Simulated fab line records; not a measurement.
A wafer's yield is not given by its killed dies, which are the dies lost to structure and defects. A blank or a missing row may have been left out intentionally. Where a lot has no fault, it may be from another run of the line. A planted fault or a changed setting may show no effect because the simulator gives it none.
Problem report, 8D (eight disciplines) form, completed by code / flow n5_finfet / the parts of the form that need people (team, actions taken, sign-off) are left out
Where a reading is given only as a bound, like >300, the bound stands for it, and a mean or a difference that rests on one is marked > or <: the true number lies beyond.

== 1. THE PROBLEM ==
Mean of raw_defect_count at N5_BEOL_M0_SAQP_INSPECT_42: 814 across 6 wafers in 2 lots; on wafers with no fault it is 292 (standard deviation 74). Measured from the usual mean, that is +7.0 standard deviations.
The step: inspects for defects (brightfield).
The first sign was on wafer L140.2 at day 7 10:59, on defect_inspect-02. At this step, 12 wafers from 4 lots have a number in the record. Rule for "out", or "out of limits": more than 4 standard deviations from the usual mean. The other wafers with a number count as sound.

== 2. WHAT IT IS, AND WHAT IT ISN'T ==
question=which readings at this step | is=raw_defect_count | is not=-
question=which lots | is=L140, L143 | is not=L133, L155
question=which wafers of those lots | is=all that have a number | is not=-
question=read on which gauges | is=defect_inspect-02 | is not=defect_inspect-01
question=when | is=from day 7 10:59 | is not=up to then (3 sound wafers); but 3 sound wafers of L155 came after

== 3. THE SUSPECTS, EACH WITH WHAT RULES IT OUT ==
Counting: a tool at a process step up to the reading stays a suspect if it ran every lot that is out and no sound lot after the first of them.
- the gauge at N5_BEOL_M0_SAQP_INSPECT_42 is ruled out. All the wafers that are out were read on defect_inspect-02, but those of them that N5_PASSIVATION_PROBE_49 has rows for are out there too, on other tools.
- vapor_etch-02 at N5_BEOL_M0_SAQP_RECESS_104 (chemistry HF/NH3, target SiO2, target depth 18 nm, afs cycles 3, sublimation time 60 s): kept. All lots that are out passed through it, beginning with L140 at day 7 09:01, and no sound lot followed; its final sound lot before that point was L133 at day 5 19:47.
Remaining after the count: vapor_etch-02 at N5_BEOL_M0_SAQP_RECESS_104.

== 4. THE CAUSE (what the simulator had put in) ==
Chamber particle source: vapor_etch-02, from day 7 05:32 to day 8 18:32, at N5_BEOL_M0_SAQP_RECESS_104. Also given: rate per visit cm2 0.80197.
Counting left only this tool.

== 5. SEQUENCE OF EFFECTS, ordered by route ==
One row per reading whose mean, taken over the struck wafers that have a number, lies over 3 standard deviations from the usual. Only readings whose record carries a usual standard deviation are examined. hours: median over the lots of the time between each lot's start at the first step of this table that gives one and its start at this step. sigmas: the change, counted in usual standard deviations.
hours=0; step=N5_BEOL_M0_SAQP_INSPECT_42; reading=raw_defect_count; usual=292; on struck wafers=814; change=+522; sigmas=+7.0
hours=2; step=N5_BEOL_M0_CUTY_INSPECT_59; reading=raw_defect_count; usual=1.8; on struck wafers=>300; change=>+298; sigmas=+99 or more
hours=178; step=N5_PASSIVATION_PROBE_49; reading=defect_limited_yield; usual=91.0 %; on struck wafers=82.2; change=-8.8; sigmas=-5.5
hours=178; step=N5_PASSIVATION_PROBE_49; reading=killed_at_M0_to_M3; usual=35; on struck wafers=146; change=+111; sigmas=+10
hours=178; step=N5_PASSIVATION_PROBE_49; reading=killed_dies; usual=107; on struck wafers=210; change=+103; sigmas=+5.4
hours=178; step=N5_PASSIVATION_PROBE_49; reading=sort_bin_5_function; usual=5.3 %; on struck wafers=11.1; change=+5.8; sigmas=+5.8
hours=178; step=N5_PASSIVATION_PROBE_49; reading=sort_n_pass; usual=1073; on struck wafers=970; change=-103; sigmas=-5.4
hours=178; step=N5_PASSIVATION_PROBE_49; reading=sort_yield_pct; usual=91.0 %; on struck wafers=82.2; change=-8.8; sigmas=-5.5
Process steps it contains:
- N5_PASSIVATION_PROBE_49
Later measuring or inspecting steps at which every struck wafer that the step has a row for has a number for every such reading, and none has moved that far: N5_BEOL_M4_RC_MEAS_101.

== 6. WHAT WOULD HAVE CAUGHT IT SOONER ==
In this record the first reading out of limits at a measuring or inspecting step was taken at day 7 10:59, 5 hours after the fault began at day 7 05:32.
Of the tool readings at N5_BEOL_M0_SAQP_RECESS_104 for which the record gives a usual standard deviation, none was out on any struck wafer, so an alarm limit of 4 standard deviations on them would not have fired.
Of the lots that are out (2), L143 began N5_BEOL_M0_SAQP_RECESS_104 on vapor_etch-02 after day 7 10:59. A hold on the tool at that time would have spared it.
